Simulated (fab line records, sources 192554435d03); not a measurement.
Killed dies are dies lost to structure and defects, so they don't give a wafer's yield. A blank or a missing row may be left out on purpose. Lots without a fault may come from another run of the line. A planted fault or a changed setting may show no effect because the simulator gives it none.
fab line records | flow n5_finfet
record lots=9 wafers=25 last_day=17
route steps=1938 shown MOL_CONTACT_COAG@550 BEOL_M4@1111 PASSIVATION@1936
lots that met no fault: from a run of the same line without faults
start_h: hours from the record's first day to the start of the lot's first wafer shown | wait_h: hours since the lot's step before | " the same as in the row above | L1.1+2: a row that stands for several wafers | - no value, or no start given | * or withheld: withheld | < > ~ a bound
route shown NAME@n: a module of which the file shows steps, and the number in the route of the first | usual: mean/standard deviation of fault-free wafers | same: alike in all rows | chamber/n: place in a boat | sites: the reading at each site | _std_site: their standard deviation | _edge_site: outer sites' mean less inner sites' | radius_mm: how far each site lies from the wafer's centre | mask NAME#n: copy n | behind: the tool/chamber that last shaped the wafer | hold: why the lot was held/for how many hours/how that ended | device: the transistor (n, p or np) that didn't switch | end of line: the same wafers' tests at the end of the route | a step without rows: its recipe alone | killed: dies lost to structure and defects at the first sort, not the wafer's yield | map: a wafer's dies, x killed, . not, _ none there
set.NAME: the setting as run; set.NAME@STEP: as run at that earlier step | model.NAME: the simulator's own value behind a step, which no gauge read
steps of the route over a sample of lots; a table a step, a row a wafer
services: from which hour (start_h, from the record's first day; less than 0 if before it) a tool's chamber was out of use, for how many hours, and why
## steps
# step N5_MOL_CONTACT_COAG_PRE_CLEAN_142
# recipe gas=H2/He time_s=60 temp_c=300
# usual heater_power_w=474/49 susceptor_temp_C=300.02/0.2
# same time_s=60
# columns lot.wafer tool chamber start_h wait_h heater_power_w susceptor_temp_C
L790.3 pvd_sputter-03 - 107.12 0.6 450 299.50
L790.5 " - " " 450 300.18
L790.6 " - " " 480 299.94
L793.1 pvd_sputter-03 - 123.56 1.5 439 300.14
L793.4 " - " " 494 299.91
L793.6 " - " " 448 300.06
L797.1 pvd_sputter-01 - 148.82 1.4 424 299.64
L797.4 " - " " 515 300.07
L797.5 " - " " 437 300.00
L798.1 pvd_sputter-01 - 159.46 2.3 524 300.10
L798.2 " - " " 540 300.18
L798.6 " - " " 463 300.14
L803.1 pvd_sputter-02 - 182.45 1.7 404 300.05
L803.6 " - " " 462 299.93
L805.1 pvd_sputter-03 - 196.81 2.1 548 300.18
L805.2 " - " " 436 300.00
L808.1 pvd_sputter-01 - 217.18 2.4 463 299.77
L808.3 " - " " 537 300.06
L808.4 " - " " 419 299.54
L809.2 pvd_sputter-03 - 218.71 0.8 437 300.33
L809.4 " - " " 543 300.03
L809.5 " - " " 542 299.84
L811.3 pvd_sputter-02 - 232.28 0.9 497 299.75
L811.4 " - " " 394 299.88
L811.6 " - " " 388 300.11
# step N5_MOL_CONTACT_COAG_OVL_MEAS_85
# recipe points_per_wafer=522
# usual VG_OVL=-0.5/0.68
# columns lot.wafer tool chamber start_h wait_h VG_OVL[nm]
L790.3 overlay-01 0 111.14 0.0 -0.4
L790.5 " 0 " " 0.6
L790.6 " 0 " " 0.6
L793.1 overlay-01 0 127.45 0.0 0.6
L793.4 " 0 " " 0.7
L793.6 " 0 " " 0.1
L797.1 overlay-02 0 152.96 0.0 0.0
L797.4 " 0 " " 0.9
L797.5 " 0 " " 0.3
L798.1 overlay-02 0 163.48 0.0 -0.5
L798.2 " 0 " " -1.0
L798.6 " 0 " " -1.1
L803.1 overlay-01 0 187.44 0.0 -1.7
L803.6 " 0 " " -0.8
L805.1 overlay-01 0 200.70 0.0 -0.6
L805.2 " 0 " " 0.4
L808.1 overlay-02 0 221.48 0.0 -1.8
L808.3 " 0 " " -1.1
L808.4 " 0 " " -1.3
L809.2 overlay-01 0 223.08 0.0 -2.0
L809.4 " 0 " " -0.4
L809.5 " 0 " " -0.4
L811.3 overlay-02 0 236.64 0.0 -0.3
L811.4 " 0 " " -0.7
L811.6 " 0 " " -0.6
# step N5_MOL_CONTACT_COAG_ETCH_89
# recipe chemistry=N2/H2 target=underlayer target_depth_a=130 mask_material=CAR-EUV time_s=10.4 ion_energy_ev=200 pressure_mtorr=30 source_w=840 bias_w=150 n2_flow_sccm=200 h2_flow_sccm=200 ends=cleared
# usual drypump_motor_current_A=5.8/0.41 etch_rf_on_time_s=10.39/0.14 n2_flow_sccm=200.0/0.6 oes_product_au=0.68/0.078 rf_vpp_V=524.6/2.7 showerhead_plenum_p_Torr=2.57/0.093 throttle_valve_pct=17.68/0.23
# columns lot.wafer tool chamber start_h wait_h drypump_motor_current_A etch_rf_on_time_s n2_flow_sccm oes_product_au rf_hours_counter_h rf_vpp_V showerhead_plenum_p_Torr throttle_valve_pct
L790.3 rie_diel-04 2 111.25 0.0 5.9 10.37 199.8 0.71 66 524.1 2.58 18.03
L790.5 " 2 " " 5.9 10.38 200.2 0.72 - 524.8 2.58 18.02
L790.6 " 0 " " 5.4 10.49 199.9 0.77 - 525.1 2.59 17.58
L793.1 rie_diel-05 1 127.97 0.0 5.6 10.39 199.4 0.65 117 526.9 2.67 17.61
L793.4 " 3 " " 5.9 10.55 199.6 0.58 - 522.7 2.52 17.99
L793.6 " 1 " " 5.6 10.27 200.3 0.65 - 528.1 2.67 17.60
L797.1 rie_diel-06 3 153.09 0.0 6.6 10.48 199.9 0.59 224 518.2 2.41 17.62
L797.4 " 1 " " 6.4 10.56 199.2 0.73 60 527.3 2.69 17.77
L797.5 " 2 " " 5.6 10.31 200.1 0.66 - 519.7 2.44 17.87
L798.1 rie_diel-05 1 163.76 0.0 5.7 10.35 200.1 0.64 132 526.7 2.66 17.64
L798.2 " 2 " " 5.8 10.35 200.2 0.79 17 525.8 2.60 17.18
L798.6 " 1 " " 5.7 10.45 200.4 0.63 - 525.8 2.66 17.62
L803.1 rie_diel-05 2 187.79 0.0 5.8 16.30 200.2 0.61 24 523.9 2.60 17.15
L803.6 " 3 " " 5.9 10.58 199.7 0.56 - 523.2 2.51 18.03
L805.1 rie_diel-05 3 200.83 0.0 5.9 16.64 200.2 0.44 249 522.5 2.51 18.02
L805.2 " 0 " " 5.1 10.30 200.0 0.77 21 529.2 2.71 17.87
L808.1 rie_diel-06 0 221.61 0.0 5.9 10.39 199.6 0.62 168 523.4 2.53 17.68
L808.3 " 3 " " 6.6 10.43 200.7 0.57 248 519.6 2.40 17.67
L808.4 " 2 " " 5.7 10.42 200.9 0.64 169 521.8 2.43 17.90
L809.2 rie_diel-04 2 223.20 0.0 5.9 10.31 200.1 0.68 108 524.5 2.56 18.09
L809.4 " 1 " " 6.0 10.21 200.1 0.72 74 525.1 2.58 17.42
L809.5 " 2 " " 5.9 10.18 200.3 0.69 - 524.6 2.56 18.09
L811.3 rie_diel-04 3 236.82 0.0 5.6 10.05 200.5 0.77 28 526.1 2.59 17.48
L811.4 " 0 " " 5.4 10.33 200.5 0.73 68 526.1 2.57 17.64
L811.6 " 1 " " 6.0 10.11 200.2 0.71 - 524.7 2.58 17.44
# step N5_MOL_CONTACT_COAG_VIA_ETCH_46
# recipe chemistry=C4F6/O2 target_depth_a=460 overetch_a=92 mask_material=SOC target=SiO2 bias_w=455 pressure_mtorr=10 time_s=40 source_w=325 Ar_flow_sccm=300 C4F6_flow_sccm=10 O2_flow_sccm=10 ion_energy_ev=575.3 ends=end_point
# usual drypump_motor_current_A=5.9/0.42 oes_product_au=0.71/0.075 rf_vpp_V=1590/14 showerhead_plenum_p_Torr=2.85/0.1 throttle_valve_pct=40.70/0.28
# columns lot.wafer tool chamber start_h wait_h drypump_motor_current_A oes_product_au rf_hours_counter_h rf_vpp_V showerhead_plenum_p_Torr throttle_valve_pct
L790.3 rie_diel-06 2 111.74 0.0 5.6 0.69 132 1579 2.74 40.87
L790.5 " 1 " " 6.4 0.80 - 1589 3.00 40.63
L790.6 " 3 " " 6.6 0.63 - 1579 2.69 40.57
L793.1 rie_diel-04 0 128.59 0.0 5.4 0.78 33 1623 2.90 40.66
L793.4 " 3 " " 5.6 0.61 247 1599 2.91 40.76
L793.6 " 3 " " 5.6 0.62 - 1599 2.91 40.74
L797.1 rie_diel-05 3 153.52 0.0 5.9 0.60 234 1595 2.80 41.04
L797.4 " 0 " " 5.1 0.83 7 1589 3.02 40.86
L797.5 " 3 " " 5.9 0.60 - 1595 2.80 41.04
L798.1 rie_diel-04 1 164.21 0.0 6.0 0.77 54 1595 2.89 40.35
L798.2 " 3 " " 5.6 0.86 3 1598 2.91 40.45
L798.6 " 2 " " 5.9 0.73 - 1598 2.87 41.22
L803.1 rie_diel-04 0 188.22 0.0 5.4 0.76 54 1624 2.89 40.67
L803.6 " 3 " " 5.6 0.83 - 1598 2.90 40.46
L805.1 rie_diel-05 2 201.27 0.0 5.8 0.80 28 1586 2.89 39.96
L805.2 " 1 " " 5.6 0.65 143 1607 2.96 40.72
L808.1 rie_diel-06 2 222.05 0.0 5.6 0.67 169 1576 2.72 40.88
L808.3 " 3 " " 6.6 0.61 248 1580 2.68 40.61
L808.4 " 1 " " 6.4 0.76 79 1588 2.99 40.66
L809.2 rie_diel-06 2 223.77 0.0 5.7 0.66 169 1579 2.72 40.87
L809.4 " 3 " " 6.6 0.61 249 1580 2.68 40.60
L809.5 " 0 " " 5.9 0.65 - 1564 2.83 40.62
L811.3 rie_diel-04 3 237.29 0.0 5.6 0.78 28 1597 2.89 40.46
L811.4 " 2 " " 6.0 0.71 112 1598 2.86 41.23
L811.6 " 3 " " 5.6 0.79 - 1596 2.89 40.46
# step N5_BEOL_M4_RC_MEAS_101
# usual DIBL_N=36.3/1.4 DIBL_P=36.2/1.5 IOFF_N=0.160/0.021 IOFF_P=0.211/0.027 ION_N=676/7.7 ION_P=463/5.5 SS_N=71.4/0.57 SS_P=73.3/0.58 VT_N=249.3/2.5 VT_P=-250.1/2.6
# columns lot.wafer tool chamber start_h wait_h DIBL_N[mV/V] DIBL_P[mV/V] IOFF_N[nA/um] IOFF_P[nA/um] ION_N[uA/um] ION_P[uA/um] SS_N[mV/dec] SS_P[mV/dec] VT_N[mV] VT_P[mV]
L790.3 prober-01 0 186.48 0.3 34.7 35.4 0.147 0.193 674 461 70.8 72.1 249.7 -250.8
L790.5 " 0 " " 35.4 35.5 0.154 0.193 673 457 71.6 73.2 250.8 -250.3
L790.6 " 0 " " 35.9 36.0 0.162 0.212 676 463 71.6 72.9 249.0 -249.7
L793.1 prober-02 0 192.73 0.0 34.6 34.4 0.129 0.152 674 452 71.2 73.3 254.6 -257.9
L793.4 " 0 " " 36.3 36.7 0.158 0.173 669 454 71.3 74.3 249.1 -257.4
L793.6 " 0 " " 37.5 37.7 0.168 0.185 671 449 72.1 74.0 251.6 -253.5
L797.1 prober-02 0 222.49 0.0 34.5 35.8 0.155 0.194 687 471 71.6 72.5 249.1 -251.3
L797.4 " 0 " " 34.5 35.7 0.148 0.189 685 462 71.3 72.8 249.6 -249.6
L797.5 " 0 " " 34.8 36.1 0.159 0.199 690 467 71.2 73.2 249.1 -253.2
L798.1 prober-01 0 244.78 0.0 34.8 33.4 0.129 0.172 665 459 71.0 72.6 253.6 -249.8
L798.2 " 0 " " 37.6 37.7 0.172 0.227 680 464 71.2 73.9 246.5 -248.4
L798.6 " 0 " " 35.2 33.9 0.131 0.173 677 459 71.1 72.5 250.5 -249.7
L803.1 prober-02 0 260.78 0.0 35.1 33.8 0.132 0.212 677 465 70.5 72.9 249.9 -245.2
L803.6 " 0 " " 39.6 38.9 0.220 0.301 697 480 72.0 74.3 242.6 -244.7
L805.1 prober-02 0 265.66 0.0 36.1 35.1 0.162 0.204 672 465 71.2 72.9 248.7 -249.9
L805.2 " 0 " " 36.1 34.6 0.162 0.194 681 463 71.5 73.4 248.9 -252.3
L808.1 prober-02 0 296.92 0.0 36.2 37.0 0.155 0.210 681 465 71.0 72.6 248.7 -248.2
L808.3 " 0 " " 33.3 34.4 0.112 0.168 667 460 70.5 72.3 252.3 -251.6
L808.4 " 0 " " 35.4 36.0 0.134 0.185 676 465 71.1 72.1 250.8 -252.4
L809.2 prober-01 0 300.78 0.2 36.7 38.9 0.172 0.245 678 468 71.2 73.8 248.6 -249.6
L809.4 " 0 " " 34.1 35.2 0.128 0.191 662 462 70.9 72.5 250.9 -248.4
L809.5 " 0 " " 34.5 36.2 0.141 0.199 671 461 70.6 73.5 251.8 -251.2
L811.3 prober-01 0 313.48 0.3 36.2 36.6 0.155 0.221 673 465 71.6 74.1 250.7 -249.9
L811.4 " 0 " " 35.2 34.4 0.125 0.181 660 451 70.8 73.0 253.3 -250.6
L811.6 " 0 " " 37.5 37.0 0.157 0.228 673 460 71.8 74.3 250.6 -249.8
# step N5_PASSIVATION_PROBE_49
# usual defect_limited_yield=91.3/1.4 killed_at_M0_to_M3=34/10 killed_at_M4_up=13/4.8 killed_at_contacts=12/6.1 killed_at_front_end=40/11 killed_at_other=3.7/2.8 killed_dies=103/16 killed_on_rim=13/3.6 killed_open=67/12 killed_short=34/7.4 sort_bin_5_function=5.1/0.95 sort_bin_6_memory=3.2/0.62 sort_n_pass=1077/16 sort_yield_pct=91.3/1.4
# same gross_dies=1180 killed_at_back_side=0 sort_bin_4_leakage[%]=0 sort_bin_8_speed[%]=0
# columns lot.wafer tool chamber start_h wait_h defect_limited_yield[%] killed_at_M0_to_M3 killed_at_M4_up killed_at_contacts killed_at_front_end killed_at_other killed_dies killed_on_rim killed_open killed_short sort_bin_5_function[%] sort_bin_6_memory[%] sort_n_pass sort_yield_pct[%]
L793.1 prober-01 - 286.80 0.0 91.3 38 18 4 43 0 103 21 75 28 5.0 3.3 1077 91.3
L793.4 prober-01 - 286.95 0.2 90.3 51 15 7 39 3 115 15 73 41 5.8 3.5 1065 90.3
L793.6 prober-01 - 287.05 0.3 91.2 47 4 3 47 3 104 18 59 41 5.1 3.2 1076 91.2
# killed by level:class
L793.1 BEOL_M1:geometric_particle:open=14 BEOL_M2:geometric_particle:open=10 STI_FIN_REVEAL:geometric_particle:open=9 FIN_SAQP:geometric_particle:short=8 BEOL_M4:geometric_particle:open=8 FIN_SAQP:geometric_particle:open=5 DUMMY_GATE:geometric_particle:open=5 ILD0:geometric_particle:short=3
L793.4 BEOL_M2:geometric_particle:open=14 FIN_SAQP:geometric_particle:short=10 BEOL_M1:geometric_particle:open=10 BEOL_M0_SAQP:geometric_particle:short=10 STI_FIN_REVEAL:geometric_particle:open=8 BEOL_M0_SAQP:geometric_particle:open=8 BEOL_M4:geometric_particle:open=8 FIN_SAQP:geometric_particle:open=7
L793.6 BEOL_M1:geometric_particle:open=15 STI_FIN_REVEAL:geometric_particle:open=10 FIN_SAQP:geometric_particle:short=8 BEOL_M0_SAQP:geometric_particle:short=8 BEOL_M2:geometric_particle:open=8 BEOL_M0_SAQP:geometric_particle:open=7 STARTING-WAFER:geometric_particle:short=5 GATE_CUT:geometric_particle:short=4
## services
# columns tool chamber start_h hours kind
rie_diel-04 1 104.02 9.3 repair
rie_diel-05 2 104.20 - clean
rie_diel-05 2 104.20 - consumable_replace:focus_ring
rie_diel-05 2 104.20 12.5 scheduled_down
rie_diel-05 2 104.20 12.5 vent_cycle
rie_diel-05 0 116.69 - clean
rie_diel-05 0 116.69 - consumable_replace:focus_ring
rie_diel-05 0 116.69 - consumable_replace:showerhead
rie_diel-05 0 116.69 19.2 scheduled_down
rie_diel-05 0 116.69 19.2 vent_cycle
rie_diel-05 2 132.80 6.0 repair
rie_diel-04 3 137.04 - clean
rie_diel-04 3 137.04 - consumable_replace:focus_ring
rie_diel-04 3 137.04 17.2 scheduled_down
rie_diel-04 3 137.04 17.2 vent_cycle
pvd_sputter-02 - 153.37 1.0 repair
pvd_sputter-03 - 169.70 3.3 repair
rie_diel-05 3 204.47 - clean
rie_diel-05 3 204.47 - consumable_replace:focus_ring
rie_diel-05 3 204.47 40.2 scheduled_down
rie_diel-05 3 204.47 40.2 vent_cycle
rie_diel-06 3 228.27 - clean
rie_diel-06 3 228.27 - consumable_replace:focus_ring
rie_diel-06 3 228.27 - consumable_replace:showerhead
## key
first_sign step=N5_MOL_CONTACT_COAG_ETCH_89 reading=etch_rf_on_time_s direction=up sigmas=43 usual=* struck=*
effect none on later readings
met_at N5_MOL_CONTACT_COAG_ETCH_89
struck_lots L803,L805
struck_wafers L803.1,L805.1
not_acting_at N5_MOL_CONTACT_COAG_PRE_CLEAN_142,N5_MOL_CONTACT_COAG_OVL_MEAS_85,N5_MOL_CONTACT_COAG_VIA_ETCH_46
onset_between 163.76 187.79
fault kind=process_parameter_drift tool=rie_diel-05 chamber=- onset_h=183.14 steps=N5_MOL_CONTACT_COAG_ETCH_89 channel=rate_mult offset=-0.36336 shape=step end_h=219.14 scope=struck_wafers_only
